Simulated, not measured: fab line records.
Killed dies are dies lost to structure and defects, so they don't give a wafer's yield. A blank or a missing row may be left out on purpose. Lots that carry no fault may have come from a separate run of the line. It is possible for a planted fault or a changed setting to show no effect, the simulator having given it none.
A struck lot beside a sound one :: flow nand harc :: 15 steps out of a route of 1159
Sound: wafers L458.4, L458.5, L458.6. Wafers struck: L464.1, L464.5, L464.6. The cause is given at the end.
Each step with rows lists, per side, the tool, then ch with its chambers, then its first start. Under that, the readings that differ: sound wafers :: struck wafers :: difference of the means :: sigmas: that difference in standard deviations of wafers without a fault.
alike: readings with means less than 2 such deviations apart, plus words and numbers identical on both sides. not compared: withheld readings, readings lacking a value on some wafer, bounds such as >300 that could conceal the same value, and numbers that have no deviation in the record and whose values overlap.
The two part at a step that has a row with sigmas, a row that says differs or no value, or rows on one side only. When numbers do not overlap yet have no deviation, they are printed without sigmas and do not part them. A reading that every wafer of one side lacks parts them only if that side has two wafers or more.

first, 1 step without rows for these wafers: NHARC_A_CONTACT_ETCH_138 (etches the open film in C4F8/O2/Ar, time 132 s, target depth 1289 nm).
NHARC_A_CONTACT_ETCH_139: etches the open film in C4F8/O2/Ar, time 137 s, target depth 590 nm.
  sound on har cap etch-01 ch 0,1, day 17 07:05; struck on har cap etch-01 ch 0,1, day 18 10:08
  not compared: rf hours counter h
NHARC_A_CONTACT_ETCH_92: etches the open film in CH3F/O2, target depth 40 nm, time 85.7 s.
  sound on rie diel-03 ch 0,2,3, day 17 07:28; struck on rie diel-13 ch 0,3, day 18 10:31
  alike: ch3f flow sccm, drypump motor current A, oes product au, rf vpp V, showerhead plenum p Torr, throttle valve pct
  not compared: rf hours counter h
NHARC_A_CONTACT_ETCH_98: etches the open film in C4F6/O2, target depth 20 nm, time 10 s.
  sound: rie diel-03 ch 0,1,3; struck: rie diel-13 ch 0,1
  alike: drypump motor current A, oes product au, rf vpp V, showerhead plenum p Torr, throttle valve pct
  not compared: rf hours counter h
NHARC_A_CONTACT_CD_MEAS_15:
  sound: cd sem-02 at day 17 07:38; struck: cd sem-01 at day 18 10:44
  alike: cd nm
then, 3 steps without rows for these wafers: NHARC_A_CONTACT_STRIP_107 (strips in N2/H2); NHARC_A_CONTACT_STRIP_108 (strips in CF4/CHF3); NHARC_A_CONTACT_STRIP_109 (strips in O2/COS).
NHARC_A_CONTACT_ETCH_110: etches the open film in CF4/O2, target depth 50 nm, overetch 5 nm, time 27.5 s.
  sound on rie diel-03 ch 1,2,3, day 17 07:57; struck on rie diel-03 ch 0,2,3, day 18 11:02
reading: rf vpp V (V)
sound: 195.8 198.5 194.2
struck: 199.6 200.9 198.8
difference: +3.6
sigmas: +2
  alike: drypump motor current A, oes product au, showerhead plenum p Torr, throttle valve pct
  not compared: rf hours counter h
NHARC_A_CONTACT_STRIP_26: strips in O2.
  sound: rie diel-03 ch 1,2,3; struck: rie diel-03 ch 1,2
  alike: drypump motor current A, oes product au, rf vpp V, showerhead plenum p Torr, throttle valve pct
  not compared: rf hours counter h
then, 2 steps without rows for these wafers: NHARC_A_CONTACT_STRIP_27 (strips in post etch residue remover, time 600 s); NHARC_A_CONTACT_ALD_18 (deposits TiN, target thk 3 nm, pulse time 1 s, ald cycles 150).
NHARC_A_CONTACT_CVD_19: deposits W, target thk 300 nm, time 802 s.
  sound on cvd w-02 ch 0,1, day 17 10:59; struck on cvd w-02 ch 0,1, day 18 17:38
  alike: heater power w, throttle valve pct
NHARC_A_CONTACT_CMP_20: polishes, t overpolish 30 s, target thk 300 nm.
  sound on cmp-01 ch 1,2,3, day 17 11:34; struck on cmp-04 ch 2,3, day 18 18:40
reading: time to endpoint s (s)
sound: 53.5 56.1 57.7
struck: 120.5 115.5 116.3
difference: +61.7
sigmas: +21
  alike: motor current A, overpolish run s, slurry flow ml min
-- jump in the record: it breaks off in module A_CONTACT and resumes in module END (first step shown: number 1159 of the route), and 2 days separate the struck wafers' starts before and after --
NHARC_END_SORT_01:
  at this point the record logs the struck wafers (prober-02 ch 0, day 21 05:56) and has no rows for the sound ones

WHERE THEY PART
At NHARC_A_CONTACT_ETCH_110 first; at NHARC_END_SORT_01 last (within this record only).

WHY: what had been put in by the simulator
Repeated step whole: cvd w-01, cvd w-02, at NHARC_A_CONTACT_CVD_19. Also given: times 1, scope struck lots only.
